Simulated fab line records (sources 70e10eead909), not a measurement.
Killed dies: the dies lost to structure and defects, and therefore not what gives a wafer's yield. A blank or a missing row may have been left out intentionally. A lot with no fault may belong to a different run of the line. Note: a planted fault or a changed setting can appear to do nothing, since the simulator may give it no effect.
Which tool is to blame? :: flow nandHarc :: 12 lots with 36 wafers sampled at 4 steps, on a route of 1159 steps

== WHAT THE GAUGES SHOWED, per wafer ==
NHARC_A_BLC_CD_MEAS_10: the cd target is 100 nm.
lot: L971
measured: day 17 15:12
on: cdSem-01
cdNm (nm): 100.0 100.4 99.6

lot: L972
measured: day 17 20:53
on: cdSem-01
cdNm (nm): 101.3 100.4 100.5

lot: L969
measured: day 17 20:09
on: cdSem-03
cdNm (nm): 99.6 98.8 99.1

lot: L968
measured: day 18 02:59
on: cdSem-02
cdNm (nm): 99.9 99.4 100.3

lot: L970
measured: day 18 05:14
on: cdSem-03
cdNm (nm): 99.6 100.0 99.1

lot: L973
measured: day 18 15:05
on: cdSem-02
cdNm (nm): 101.2 101.0 99.7

lot: L983
measured: day 21 13:54
on: cdSem-01
cdNm (nm): 102.8 103.7 103.4

lot: L984
measured: day 21 14:46
on: cdSem-01
cdNm (nm): 102.9 102.6 103.9

lot: L985
measured: day 21 16:23
on: cdSem-03
cdNm (nm): 100.2 101.3 100.6

lot: L990
measured: day 22 13:11
on: cdSem-03
cdNm (nm): 100.8 101.5 101.1

lot: L988
measured: day 22 18:08
on: cdSem-03
cdNm (nm): 99.7 99.6 100.2

lot: L989
measured: day 22 21:42
on: cdSem-01
cdNm (nm): 99.2 100.4 99.4

== EACH LOT AND THE TOOL THAT RAN IT (in order: tool; ch and the chambers of the sampled wafers; start) ==
lot: L971
NHARC_A_CONTACT_ETCH_139: harCapEtch-01 ch 0,1, day 17 11:32
NHARC_A_CONTACT_CMP_20: cmp-03 ch 0,1,3, day 17 14:17
NHARC_A_BLC_PEB_08: lithoTrack-06 ch 0, day 17 15:07

lot: L972
NHARC_A_CONTACT_ETCH_139: harCapEtch-02 ch 0,1, day 17 16:29
NHARC_A_CONTACT_CMP_20: cmp-01 ch 0,1,2, day 17 20:06
NHARC_A_BLC_PEB_08: lithoTrack-01 ch 0, day 17 20:49

lot: L969
NHARC_A_CONTACT_ETCH_139: harCapEtch-03 ch 0,1, day 17 16:33
NHARC_A_CONTACT_CMP_20: cmp-04 ch 1,3, day 17 19:22
NHARC_A_BLC_PEB_08: lithoTrack-06 ch 0, day 17 20:04

lot: L968
NHARC_A_CONTACT_ETCH_139: harCapEtch-02 ch 0,1, day 17 19:54
NHARC_A_CONTACT_CMP_20: cmp-01 ch 0,2,3, day 18 02:05
NHARC_A_BLC_PEB_08: lithoTrack-06 ch 0, day 18 02:55

lot: L970
NHARC_A_CONTACT_ETCH_139: harCapEtch-02 ch 0,1, day 17 21:32
NHARC_A_CONTACT_CMP_20: cmp-01 ch 0,2,3, day 18 04:27
NHARC_A_BLC_PEB_08: lithoTrack-06 ch 0, day 18 05:10

lot: L973
NHARC_A_CONTACT_ETCH_139: harCapEtch-02 ch 0,1, day 18 11:25
NHARC_A_CONTACT_CMP_20: cmp-03 ch 1,3, day 18 14:19
NHARC_A_BLC_PEB_08: lithoTrack-01 ch 0, day 18 15:00

lot: L983
NHARC_A_CONTACT_ETCH_139: harCapEtch-01 ch 0,1, day 21 01:21
NHARC_A_CONTACT_CMP_20: cmp-04 ch 0,1, day 21 13:08
NHARC_A_BLC_PEB_08: lithoTrack-06 ch 0, day 21 13:49

lot: L984
NHARC_A_CONTACT_ETCH_139: harCapEtch-02 ch 0,1, day 21 09:15
NHARC_A_CONTACT_CMP_20: cmp-01 ch 0,2,3, day 21 13:52
NHARC_A_BLC_PEB_08: lithoTrack-06 ch 0, day 21 14:41

lot: L985
NHARC_A_CONTACT_ETCH_139: harCapEtch-01 ch 0,1, day 21 09:49
NHARC_A_CONTACT_CMP_20: cmp-03 ch 0,2,3, day 21 15:40
NHARC_A_BLC_PEB_08: lithoTrack-01 ch 0, day 21 16:18

lot: L990
NHARC_A_CONTACT_ETCH_139: harCapEtch-01 ch 0,1, day 22 09:10
NHARC_A_CONTACT_CMP_20: cmp-01 ch 1,2,3, day 22 12:17
NHARC_A_BLC_PEB_08: lithoTrack-01 ch 0, day 22 13:07

lot: L988
NHARC_A_CONTACT_ETCH_139: harCapEtch-03 ch 1, day 22 11:25
NHARC_A_CONTACT_CMP_20: cmp-01 ch 0,1,3, day 22 17:24
NHARC_A_BLC_PEB_08: lithoTrack-04 ch 0, day 22 18:04

lot: L989
NHARC_A_CONTACT_ETCH_139: harCapEtch-03 ch 0,1, day 22 14:48
NHARC_A_CONTACT_CMP_20: cmp-04 ch 0,1, day 22 20:56
NHARC_A_BLC_PEB_08: lithoTrack-04 ch 0, day 22 21:37
- NHARC_A_CONTACT_ETCH_139: etches the open film in C4F8/O2/Ar, time 137 s, target depth 590 nm.
- NHARC_A_CONTACT_CMP_20: polishes, t overpolish 30 s, target thk 300 nm.
- NHARC_A_BLC_PEB_08: peb time 65 s.

== AS READ BY THE TOOLS THEMSELVES (means over the sampled wafers that have a number; for cases with no such wafer, the mark the record gives instead) ==
NHARC_A_CONTACT_ETCH_139.
lot: L971
tool: harCapEtch-01
chamberPressureMTorr (mTorr): 20.003

lot: L972
tool: harCapEtch-02
chamberPressureMTorr (mTorr): 19.993

lot: L969
tool: harCapEtch-03
chamberPressureMTorr (mTorr): 19.997

lot: L968
tool: harCapEtch-02
chamberPressureMTorr (mTorr): 20.005

lot: L970
tool: harCapEtch-02
chamberPressureMTorr (mTorr): 20.012

lot: L973
tool: harCapEtch-02
chamberPressureMTorr (mTorr): 19.985

lot: L983
tool: harCapEtch-01
chamberPressureMTorr (mTorr): 20.000

lot: L984
tool: harCapEtch-02
chamberPressureMTorr (mTorr): 19.996

lot: L985
tool: harCapEtch-01
chamberPressureMTorr (mTorr): 20.002

lot: L990
tool: harCapEtch-01
chamberPressureMTorr (mTorr): 20.010

lot: L988
tool: harCapEtch-03
chamberPressureMTorr (mTorr): 19.988

lot: L989
tool: harCapEtch-03
chamberPressureMTorr (mTorr): 20.006

NHARC_A_CONTACT_CMP_20.
lot: L971
tool: cmp-03
motorCurrentA (A): 11.7
overpolishRunS (s): 30.006
retainingRingPressureFrac: 1.002
timeToEndpointS (s): 56.7

lot: L972
tool: cmp-01
motorCurrentA (A): 12.0
overpolishRunS (s): 29.993
retainingRingPressureFrac: 0.998
timeToEndpointS (s): 60.5

lot: L969
tool: cmp-04
motorCurrentA (A): 12.7
overpolishRunS (s): 30.007
retainingRingPressureFrac: 0.995
timeToEndpointS (s): 63.5

lot: L968
tool: cmp-01
motorCurrentA (A): 12.6
overpolishRunS (s): 29.992
retainingRingPressureFrac: 0.997
timeToEndpointS (s): 57.9

lot: L970
tool: cmp-01
motorCurrentA (A): 12.4
overpolishRunS (s): 29.998
retainingRingPressureFrac: 1.004
timeToEndpointS (s): 59.9

lot: L973
tool: cmp-03
motorCurrentA (A): 11.4
overpolishRunS (s): 30.000
retainingRingPressureFrac: 1.004
timeToEndpointS (s): 57.7

lot: L983
tool: cmp-04
motorCurrentA (A): 12.4
overpolishRunS (s): 30.003
retainingRingPressureFrac: 1.000
timeToEndpointS (s): 60.2

lot: L984
tool: cmp-01
motorCurrentA (A): 12.3
overpolishRunS (s): 30.001
retainingRingPressureFrac: 1.002
timeToEndpointS (s): 59.5

lot: L985
tool: cmp-03
motorCurrentA (A): 12.6
overpolishRunS (s): 29.998
retainingRingPressureFrac: 1.000
timeToEndpointS (s): 58.1

lot: L990
tool: cmp-01
motorCurrentA (A): 12.5
overpolishRunS (s): 30.002
retainingRingPressureFrac: 1.005
timeToEndpointS (s): 58.7

lot: L988
tool: cmp-01
motorCurrentA (A): 13.0
overpolishRunS (s): 29.999
retainingRingPressureFrac: 1.000
timeToEndpointS (s): 58.1

lot: L989
tool: cmp-04
motorCurrentA (A): 11.2
overpolishRunS (s): 29.995
retainingRingPressureFrac: 0.999
timeToEndpointS (s): 64.4

== THE ANSWER, worked out from the rows above alone ==
Rule: what is usual is taken from the lots themselves. Put in order of their means at a reading, lots are off if they are a third of the lots or fewer, leave a main group of 4 or more, and stand apart from it by a gap of 3 or more times the standard deviation of the main group's means; of several such gaps the widest counts. The tables above print the reading to a certain number of digits; a main group whose means all agree to those digits is not used. Also off: a lot with no number at a reading for which 4 or more lots have one. Where the step has rows for the other lots, those lots are counted as sound. After the gauges, taken in route order, come the tools' own readings; for these a lot's mean is taken, as printed above. The first step at which some lot is off is used, and at that step the reading that is off furthest; a lot without a number counts as furthest.
Off, at NHARC_A_BLC_CD_MEAS_10 on cdNm: L983, L984. Main group: mean 100.1 nm, sd 0.6.
A tool fits if, at a process step before that reading, it ran every lot that is off, and no sound lot after the first of them. Those tools and the gauges at NHARC_A_BLC_CD_MEAS_10 are tried in the same way. One fits: NHARC_A_BLC_PEB_08 on lithoTrack-06. Its last sound lot is L970 (day 18 05:10), its first lot that is off L983 (day 21 13:49): a fault that began between those two fits.

== WHAT WAS PUT IN BY THE SIMULATOR ==
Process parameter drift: lithoTrack-06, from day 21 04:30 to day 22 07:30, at NHARC_A_BLC_PEB_08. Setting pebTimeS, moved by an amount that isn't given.
Lots struck among those shown: L983, L984. The same result came from the rule above.
